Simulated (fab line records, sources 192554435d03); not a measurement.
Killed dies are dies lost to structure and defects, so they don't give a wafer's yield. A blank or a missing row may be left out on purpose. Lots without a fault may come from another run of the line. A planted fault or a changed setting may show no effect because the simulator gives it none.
Split-lot experiment | flow n5_finfet | 7 lots, 39 wafers read, on a route of 1938 steps

THE SPLIT
At N5_FIN_SAQP_HM_DEP_03 (deposits SiNx from SiH4/NH3/N2, target thk 38 nm, time 33.6 s), the setting time_s was moved away from the recipe's 33.6 s on 12 of the 39 wafers read, by -46.7% to +50.5%. The other wafers ran this setting at the recipe's value.

FROM THE SPLIT TO THE READING: what the file shows between them, 4 steps
- N5_FIN_SAQP_THK_MEAS_05
- N5_FIN_SAQP_PECVD_47: deposits a-Si from SiH4/He, target thk 45 nm, time 36.3 s
- N5_FIN_SAQP_PECVD_48: deposits SiNx from SiH4/NH3/N2, target thk 25 nm, time 22.1 s
- N5_FIN_SAQP_MANDREL2_REMOVE_60: chemistry HBr/Cl2/O2, target a-Si, stops on SiNx, bt time 10 s

THE READING
etch.depth_nm (the simulator's own value, which no gauge read), in nm, at N5_FIN_SAQP_HM_OPEN_33 (chemistry CH3F/O2, target SiNx, target depth 49.4 nm, time 70.6 s). The file gives no usual value for it. The 27 wafers here that ran the recipe average 37.19 nm, standard deviation 0.59 nm.

wafer  | tool, chamber at the split | time_s as run, s | against the recipe | etch.depth_nm, nm | against lot-mates on the recipe
L081.1 | pecvd-04, 0                | 33.6             | recipe             | 36.19             | -
L081.2 | pecvd-04, 1                | 33.6             | recipe             | 36.53             | -
L081.3 | pecvd-04, 1                | 33.6             | recipe             | 37.34             | -
L081.4 | pecvd-04, 0                | 33.6             | recipe             | 36.7              | -
L081.5 | pecvd-04, 1                | 33.6             | recipe             | 37.08             | -
L081.6 | pecvd-04, 0                | 33.6             | recipe             | 36.93             | -
L084.1 | pecvd-03, 2                | 22.79            | -32.2%             | 24.45             | -13.29
L084.2 | pecvd-03, 0                | 22.79            | -32.2%             | 24.99             | -12.75
L084.3 | pecvd-03, 1                | 33.6             | recipe             | 37.09             | -
L084.4 | pecvd-03, 1                | 33.6             | recipe             | 38.57             | -
L084.5 | pecvd-03, 2                | 33.6             | recipe             | 37.56             | -
L084.6 | pecvd-03, 0                | 22.79            | -32.2%             | 25.6              | -12.14
L090.2 | pecvd-03, 0                | 33.6             | recipe             | 36.59             | -
L090.4 | pecvd-03, 1                | 33.6             | recipe             | 37.11             | -
L090.6 | pecvd-03, 2                | 33.6             | recipe             | 37.27             | -
L092.1 | pecvd-02, 0                | 33.6             | recipe             | 37.02             | -
L092.2 | pecvd-02, 2                | 17.9             | -46.7%             | 19.81             | -17.78
L092.3 | pecvd-02, 1                | 33.6             | recipe             | 37.84             | -
L092.4 | pecvd-02, 1                | 17.9             | -46.7%             | 20.03             | -17.56
L092.5 | pecvd-02, 0                | 33.6             | recipe             | 37.91             | -
L092.6 | pecvd-02, 2                | 17.9             | -46.7%             | 19.87             | -17.72
L093.1 | pecvd-04, 1                | 20.57            | -38.8%             | 22.02             | -14.53
L093.2 | pecvd-04, 0                | 33.6             | recipe             | 35.95             | -
L093.3 | pecvd-04, 1                | 33.6             | recipe             | 37.33             | -
L093.4 | pecvd-04, 0                | 33.6             | recipe             | 36.37             | -
L093.5 | pecvd-04, 0                | 20.57            | -38.8%             | 22.2              | -14.35
L093.6 | pecvd-04, 1                | 20.57            | -38.8%             | 22.75             | -13.80
L095.1 | pecvd-02, 2                | 33.6             | recipe             | 36.8              | -
L095.2 | pecvd-02, 0                | 33.6             | recipe             | 37.15             | -
L095.3 | pecvd-02, 1                | 33.6             | recipe             | 36.94             | -
L095.4 | pecvd-02, 1                | 33.6             | recipe             | 38.21             | -
L095.5 | pecvd-02, 0                | 33.6             | recipe             | 37.83             | -
L095.6 | pecvd-02, 2                | 33.6             | recipe             | 37.24             | -
L096.1 | pecvd-03, 2                | 50.57            | +50.5%             | 55.83             | +18.27
L096.2 | pecvd-03, 1                | 50.57            | +50.5%             | 56.21             | +18.65
L096.3 | pecvd-03, 0                | 33.6             | recipe             | 37.55             | -
L096.4 | pecvd-03, 2                | 33.6             | recipe             | 37.44             | -
L096.5 | pecvd-03, 1                | 33.6             | recipe             | 37.68             | -
L096.6 | pecvd-03, 0                | 50.57            | +50.5%             | 57.32             | +19.76

THE FIT
A straight line over all 39 wafers: etch.depth_nm changes by +0.378 nm for each +1% of time_s; r = +1.00; the points scatter about the line by 0.58 nm.
The same after taking each lot's own level away (the mean of its wafers on the recipe; 39 wafers): +0.377 nm for each +1%; r = +1.00; scatter 0.49 nm.
On that fit, the largest move of time_s shifts the reading by 19 nm.
The lots' own levels span 36.550 to 37.740 nm, that is 2.0 times the standard deviation above.
So the lot-to-lot level changes the slope little: the two slopes agree.
Check: with one of the wafers moved furthest among these (+50.5%) left out of the fit, the line predicts +19.1 nm for it against its lot-mates. It came out at +18.3 nm against them.

THE WHOLE CHAIN: every reading that the file lists as answering this split, in the file's order
step                    | what it does                                                      | reading                                                                            | change (the file's fit)               | r (the file's)
N5_FIN_SAQP_HM_DEP_03   | deposits SiNx from SiH4/NH3/N2, target thk 38 nm, time 33.6 s     | SiNx_of_FIN_SAQP_HM_DEP_03.thk_nm (the simulator's own value, which no gauge read) | +0.377 nm for each +1% of the setting | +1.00
N5_FIN_SAQP_THK_MEAS_05 |                                                                   | thk_nm                                                                             | withheld for each +1% of the setting  | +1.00
N5_FIN_SAQP_HM_OPEN_33  | chemistry CH3F/O2, target SiNx, target depth 49.4 nm, time 70.6 s | etch_rf_on_time_s                                                                  | withheld for each +1% of the setting  | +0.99
N5_FIN_SAQP_HM_OPEN_33  | chemistry CH3F/O2, target SiNx, target depth 49.4 nm, time 70.6 s | etch.depth_nm (the simulator's own value, which no gauge read)                     | +0.377 nm for each +1% of the setting | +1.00

THE FILE'S OWN FIT
etch.depth_nm changes by +0.377 nm for each +1% of time_s, r = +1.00.
